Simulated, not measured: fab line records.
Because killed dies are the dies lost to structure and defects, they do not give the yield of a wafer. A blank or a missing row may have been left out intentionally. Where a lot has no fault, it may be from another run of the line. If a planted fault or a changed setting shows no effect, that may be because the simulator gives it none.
Matching of chambers	flow n5_finfet	N5_MOL_CONTACT_COAG_STRIP_98 on rie_diel-02 has 4 sister chambers
The step strips in N2/H2. 18 wafers are shown with their chamber, then 9 later ones without.

EACH WAFER AND ITS CHAMBER
wafer	chamber	drypump_motor_current_A (A)	showerhead_plenum_p_Torr (Torr)	throttle_valve_pct (%)
L074.1	3	6.8	3.31	19.1
L074.4	2	5.8	3.30	18.5
L074.6	0	5.8	3.21	18.6
L075.2	3	6.8	3.31	19.1
L075.3	1	6.4	3.40	18.5
L075.6	0	5.8	3.21	18.6
L079.1	1	6.3	3.40	18.5
L079.5	1	6.4	3.40	18.5
L079.6	0	5.8	3.20	18.6
L082.2	3	6.8	3.30	19.1
L082.3	2	5.8	3.29	18.4
L082.4	2	5.8	3.29	18.5
L084.3	3	6.8	3.30	19.1
L084.4	2	5.8	3.29	18.4
L084.6	0	5.8	3.20	18.7
L088.1	3	6.8	3.29	19.2
L088.4	2	5.9	3.29	18.5
L088.5	0	5.8	3.19	18.7

SIGNATURES (means of the wafers above)
reading	chamber 0	chamber 1	chamber 2	chamber 3	scatter within a chamber
drypump_motor_current_A	5.800	6.367	5.820	6.800	0.0324
showerhead_plenum_p_Torr	3.2020	3.4000	3.2920	3.3020	0.00676
throttle_valve_pct	18.640	18.500	18.460	19.120	0.0478
Rule: for a wafer and a chamber, the distance is found by dividing, reading by reading, the gap between the wafer's reading and the chamber's mean by the reading's scatter, squaring, summing and taking the root. If the next closest chamber is less than 2 further off than the closest, the wafer can't be placed; otherwise it belongs to the closest. How the scatter is found: for the shown wafers, subtract from each reading the mean of its chamber, square and add these, divide the total by (wafers less chambers), then take the root.

WAFERS WITHOUT THEIR CHAMBER
wafer	drypump_motor_current_A (A)	showerhead_plenum_p_Torr (Torr)	throttle_valve_pct (%)
L089.1	5.8	3.19	18.7
L089.4	5.9	3.28	18.5
L089.6	6.8	3.29	19.2
L093.3	5.8	3.19	18.7
L093.5	6.8	3.29	19.2
L093.6	5.8	3.19	18.7
L096.4	5.8	3.18	18.7
L096.5	6.8	3.28	19.2
L096.6	5.8	3.18	18.7

WHICH CHAMBER EACH WENT THROUGH
wafer	from the rows above	in truth
L089.1	0	0
L089.4	2	2
L089.6	3	3
L093.3	0	0
L093.5	3	3
L093.6	0	0
L096.4	0	0
L096.5	3	3
L096.6	0	0
Correctly placed: 9 of 9. Left unplaced by these rows: 0. Number placed wrongly: 0.
